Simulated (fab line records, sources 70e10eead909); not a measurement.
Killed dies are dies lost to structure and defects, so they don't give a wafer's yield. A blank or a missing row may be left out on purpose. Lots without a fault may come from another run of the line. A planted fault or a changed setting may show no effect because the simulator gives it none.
Which tool did it? | flow nand_harc | 11 lots, 33 wafers sampled, at 5 steps of a route of 1159

WHAT THE GAUGES READ, wafer by wafer
NHARC_END_SORT_01. Usual: killed_at_array 31, standard deviation 12; killed_at_other 0.6, standard deviation 0.85; killed_at_periphery 3.0, standard deviation 2.3; killed_dies 35, standard deviation 12; killed_open 3.2, standard deviation 1.9; killed_short 1.8, standard deviation 1.4.
lot  | measured     | on        | killed_at_array | killed_at_other | killed_at_periphery | killed_dies | killed_open | killed_short | flag
L287 | day 23 21:16 | prober-02 | 35 68 62        | 1 0 3           | 3 1 2               | 39 69 67    | 2 2 3       | 2 0 0        |
L285 | day 23 15:14 | prober-01 | 32 32 57        | 0 0 0           | 1 0 2               | 33 32 59    | 5 2 3       | 1 0 1        |

WHICH TOOL RAN EACH LOT (tool, then ch and the chambers of the sampled wafers, then the start)
lot  | NHARC_A_CONTACT_ETCH_92            | NHARC_A_CONTACT_ETCH_110           | NHARC_A_BLC_ETCH_17                | NHARC_A_BLC_ALD_23
L274 | rie_diel-05 ch 2,3, day 17 09:02   | rie_diel-13 ch 2,3, day 17 09:41   | rie_diel-12 ch 0,1, day 17 12:35   | ald_metal-02 ch 0,1, day 17 14:36
L272 | rie_diel-13 ch 0,2,3, day 17 09:13 | rie_diel-06 ch 0,1,2, day 17 09:58 | rie_diel-12 ch 0,2,3, day 17 13:16 | ald_metal-03 ch 0,1,3, day 17 15:19
L275 | rie_diel-05 ch 1,2,3, day 17 11:59 | rie_diel-13 ch 0,1,3, day 17 12:43 | rie_diel-08 ch 0,2,3, day 17 15:54 | ald_metal-01 ch 1,2, day 17 17:28
L273 | rie_diel-06 ch 1,2,3, day 17 14:09 | rie_diel-06 ch 0,2,3, day 17 14:40 | rie_diel-03 ch 0,1,3, day 17 19:59 | ald_metal-01 ch 0,2,3, day 17 21:39
L277 | rie_diel-05 ch 0,1, day 18 16:55   | rie_diel-13 ch 2,3, day 18 17:53   | rie_diel-03 ch 2,3, day 18 20:58   | ald_metal-01 ch 2,3, day 18 22:34
L280 | rie_diel-06 ch 1,2,3, day 19 11:53 | rie_diel-05 ch 0,3, day 19 12:26   | rie_diel-12 ch 0,1, day 19 15:29   | ald_metal-02 ch 0,3, day 19 17:08
L287 | rie_diel-05 ch 0,1,3, day 21 07:40 | rie_diel-13 ch 0,3, day 21 08:28   | rie_diel-03 ch 0,1, day 21 13:47   | ald_metal-03 ch 0,1, day 21 15:25
L285 | rie_diel-13 ch 0,1,2, day 21 11:23 | rie_diel-05 ch 0,3, day 21 11:55   | rie_diel-03 ch 0,3, day 21 15:04   | ald_metal-02 ch 0,1,2, day 21 16:49
L292 | rie_diel-13 ch 0,1, day 21 16:28   | rie_diel-13 ch 1,2,3, day 21 16:59 | rie_diel-12 ch 0,1, day 22 00:20   | ald_metal-01 ch 0,1, day 22 01:57
L294 | rie_diel-05 ch 0,1,2, day 22 13:48 | rie_diel-05 ch 0,1,3, day 22 14:17 | rie_diel-12 ch 0,1,2, day 22 17:25 | ald_metal-02 ch 1,3, day 22 18:59
L293 | rie_diel-06 ch 0,2, day 22 16:56   | rie_diel-06 ch 0,1,3, day 22 18:24 | rie_diel-08 ch 1,2,3, day 22 22:58 | ald_metal-02 ch 1,2, day 23 00:40
- NHARC_A_CONTACT_ETCH_92: etches the open film in CH3F/O2, target depth 40 nm, time 85.7 s.
- NHARC_A_CONTACT_ETCH_110: etches the open film in CF4/O2, target depth 50 nm, overetch 5 nm, time 27.5 s.
- NHARC_A_BLC_ETCH_17: etches the open film in N2/H2, target depth 390 nm, time 609.38 s.
- NHARC_A_BLC_ALD_23: deposits TiN, target thk 3 nm, pulse time 1 s, ald cycles 150.

WHAT THE TOOLS THEMSELVES READ (means of the sampled wafers that have a number; where no wafer has one, the mark that the record gives instead)
NHARC_A_CONTACT_ETCH_92. Usual: drypump_motor_current_A 5.8 A, standard deviation 0.5; oes_product_au 0.938 a.u., standard deviation 0.026; rf_vpp_V 244.6 V, standard deviation 1.6; run_length_s 106.9 s, standard deviation 0.57; showerhead_plenum_p_Torr 2.48 Torr, standard deviation 0.1; throttle_valve_pct 20.663 %, standard deviation 0.0091.
lot  | tool        | drypump_motor_current_A (A) | oes_product_au (a.u.) | rf_vpp_V (V) | run_length_s (s) | showerhead_plenum_p_Torr (Torr) | throttle_valve_pct (%) | flag
L274 | rie_diel-05 | 5.8                         | 0.999                 | 243.4        | 106.7            | 2.46                            | 20.663                 |
L272 | rie_diel-13 | 6.0                         | 0.985                 | 244.9        | 106.7            | 2.55                            | 20.661                 |
L275 | rie_diel-05 | 5.9                         | 0.922                 | 244.8        | 106.7            | 2.50                            | 20.667                 |
L273 | rie_diel-06 | 5.7                         | 0.916                 | 244.4        | 106.9            | 2.48                            | 20.674                 |
L277 | rie_diel-05 | 6.0                         | 0.924                 | 245.7        | 106.9            | 2.58                            | 20.658                 |
L280 | rie_diel-06 | 5.7                         | 0.935                 | 243.9        | 107.2            | 2.48                            | 20.665                 |
L287 | rie_diel-05 | 6.1                         | 0.924                 | 245.4        | 106.6            | 2.53                            | 20.659                 |
L285 | rie_diel-13 | 6.0                         | 0.917                 | 244.9        | 107.0            | 2.48                            | 20.663                 |
L292 | rie_diel-13 | 6.0                         | 0.922                 | 245.2        | 107.0            | 2.54                            | 20.664                 |
L294 | rie_diel-05 | 5.9                         | 0.995                 | 244.8        | 106.8            | 2.52                            | 20.666                 |
L293 | rie_diel-06 | 5.1                         | 0.936                 | 245.2        | 107.6            | 2.51                            | 20.665                 |

NHARC_A_CONTACT_ETCH_110. Usual: drypump_motor_current_A 5.8 A, standard deviation 0.49; oes_f_703_au 1.001 a.u., standard deviation 0.0046; oes_product_au 0.998 a.u., standard deviation 0.0078; rf_vpp_V 198.0 V, standard deviation 1.3; run_length_s 48.7 s, standard deviation 0.53; showerhead_plenum_p_Torr 1.35 Torr, standard deviation 0.057; throttle_valve_pct 13.397 %, standard deviation 0.0091.
lot  | tool        | drypump_motor_current_A (A) | oes_f_703_au (a.u.) | oes_product_au (a.u.) | rf_vpp_V (V) | run_length_s (s) | showerhead_plenum_p_Torr (Torr) | throttle_valve_pct (%) | flag
L274 | rie_diel-13 | 6.0                         | 0.999               | 1.002                 | 198.0        | 48.5             | 1.35                            | 13.401                 |
L272 | rie_diel-06 | 5.2                         | 1.001               | 1.001                 | 197.8        | 49.1             | 1.32                            | 13.402                 |
L275 | rie_diel-13 | 6.1                         | 1.001               | 1.003                 | 198.8        | 48.9             | 1.37                            | 13.397                 |
L273 | rie_diel-06 | 5.6                         | 1.001               | 0.992                 | 198.6        | 49.0             | 1.37                            | 13.397                 |
L277 | rie_diel-13 | 6.2                         | 0.999               | 1.000                 | 198.2        | 48.9             | 1.36                            | 13.393                 |
L280 | rie_diel-05 | 6.2                         | 1.000               | 0.984                 | 199.2        | 48.1             | 1.36                            | 13.385                 |
L287 | rie_diel-13 | 6.2                         | 0.999               | 0.995                 | 197.8        | 49.1             | 1.39                            | 13.388                 |
L285 | rie_diel-05 | 6.2                         | 0.997               | 0.996                 | 197.4        | 48.0             | 1.35                            | 13.402                 |
L292 | rie_diel-13 | 6.1                         | 1.001               | 0.993                 | 197.5        | 48.5             | 1.33                            | 13.387                 |
L294 | rie_diel-05 | 6.1                         | 1.003               | 0.998                 | 198.1        | 48.3             | 1.37                            | 13.388                 |
L293 | rie_diel-06 | 5.8                         | 1.003               | 1.007                 | 197.9        | 49.0             | 1.31                            | 13.398                 |

NHARC_A_BLC_ETCH_17. Usual: drypump_motor_current_A 5.5 A, standard deviation 0.44; h2_flow_sccm 150.0 sccm, standard deviation 0.4; oes_product_au 1.001 a.u., standard deviation 0.0069; rf_vpp_V 429.8 V, standard deviation 2.8; run_length_s 630.5 s, standard deviation 0.44; showerhead_plenum_p_Torr 2.01 Torr, standard deviation 0.092; throttle_valve_pct 14.171 %, standard deviation 0.0099.
lot  | tool        | drypump_motor_current_A (A) | h2_flow_sccm (sccm) | oes_product_au (a.u.) | rf_vpp_V (V) | run_length_s (s) | showerhead_plenum_p_Torr (Torr) | throttle_valve_pct (%) | flag
L274 | rie_diel-12 | 5.4                         | 149.9               | 1.001                 | 432.5        | 630.2            | 2.07                            | 14.174                 |
L272 | rie_diel-12 | 5.8                         | 149.9               | 0.995                 | 428.3        | 630.5            | 2.00                            | 14.170                 |
L275 | rie_diel-08 | 5.8                         | 150.3               | 1.000                 | 429.0        | 630.9            | 2.01                            | 14.173                 |
L273 | rie_diel-03 | 5.0                         | 149.8               | 1.003                 | 430.2        | 630.3            | 2.01                            | 14.174                 |
L277 | rie_diel-03 | 5.6                         | 149.7               | 0.994                 | 425.4        | 630.7            | 1.89                            | 14.168                 |
L280 | rie_diel-12 | 5.4                         | 150.4               | 1.003                 | 431.1        | 630.6            | 2.07                            | 14.167                 |
L287 | rie_diel-03 | 4.8                         | 150.1               | 1.001                 | 432.2        | 552.4            | 2.08                            | 14.184                 | OFF
L285 | rie_diel-03 | 5.0                         | 149.8               | 0.997                 | 430.5        | 591.5            | 2.03                            | 14.173                 | OFF
L292 | rie_diel-12 | 5.4                         | 150.1               | 0.997                 | 431.9        | 630.5            | 2.10                            | 14.164                 |
L294 | rie_diel-12 | 5.5                         | 150.1               | 1.004                 | 431.7        | 630.5            | 2.08                            | 14.166                 |
L293 | rie_diel-08 | 5.5                         | 149.9               | 0.999                 | 428.8        | 630.7            | 1.98                            | 14.172                 |

NHARC_A_BLC_ALD_23. Usual: heater_power_w 1065 W, standard deviation 99; precursor_pulse_height_rel 1.001, standard deviation 0.018.
lot  | tool         | heater_power_w (W) | precursor_pulse_height_rel | flag
L274 | ald_metal-02 | 997                | 1.002                      |
L272 | ald_metal-03 | 1031               | 1.026                      |
L275 | ald_metal-01 | 1015               | 1.001                      |
L273 | ald_metal-01 | 1128               | 1.003                      |
L277 | ald_metal-01 | 1144               | 0.995                      |
L280 | ald_metal-02 | 1136               | 1.007                      |
L287 | ald_metal-03 | 1031               | 0.994                      |
L285 | ald_metal-02 | 1064               | 1.006                      |
L292 | ald_metal-01 | 1015               | 1.011                      |
L294 | ald_metal-02 | 1029               | 1.016                      |
L293 | ald_metal-02 | 1059               | 1.001                      |

THE ANSWER, worked out from the rows above alone
Rule: a lot is off if the mean of its wafers that have a number lies more than 3 standard deviations from the usual mean. A lot without any number at a reading at which 4 lots or more have one is off too. The other lots that the step has rows for count as sound. The gauges are gone through in route order, then the tools' own readings, and for those a lot's mean is taken as printed above. The first step at which some lot is off is used, and at that step the reading that is off furthest; a lot without a number counts as furthest.
Off: L287, L285, at NHARC_A_BLC_ETCH_17 (run_length_s).
A tool fits if, at that step or a process step before it, it ran every lot that is off, and no sound lot after the first of them. One fits: rie_diel-03 at NHARC_A_BLC_ETCH_17. Its last sound lot is L277 (day 18 20:58), its first lot that is off L287 (day 21 13:47): a fault that began between those two fits.
The tool's own readings at NHARC_A_BLC_ETCH_17 bear it out: on the lots that are off they differ by more than 5 times the standard deviation of the sound lots' means. run_length_s reads 572.0 s there against 630.5 s on the sound lots.

WHAT THE SIMULATOR HAD PUT IN
Process parameter drift: rie_diel-03, from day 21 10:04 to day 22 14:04, at NHARC_A_BLC_ETCH_17. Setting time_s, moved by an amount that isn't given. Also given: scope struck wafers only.
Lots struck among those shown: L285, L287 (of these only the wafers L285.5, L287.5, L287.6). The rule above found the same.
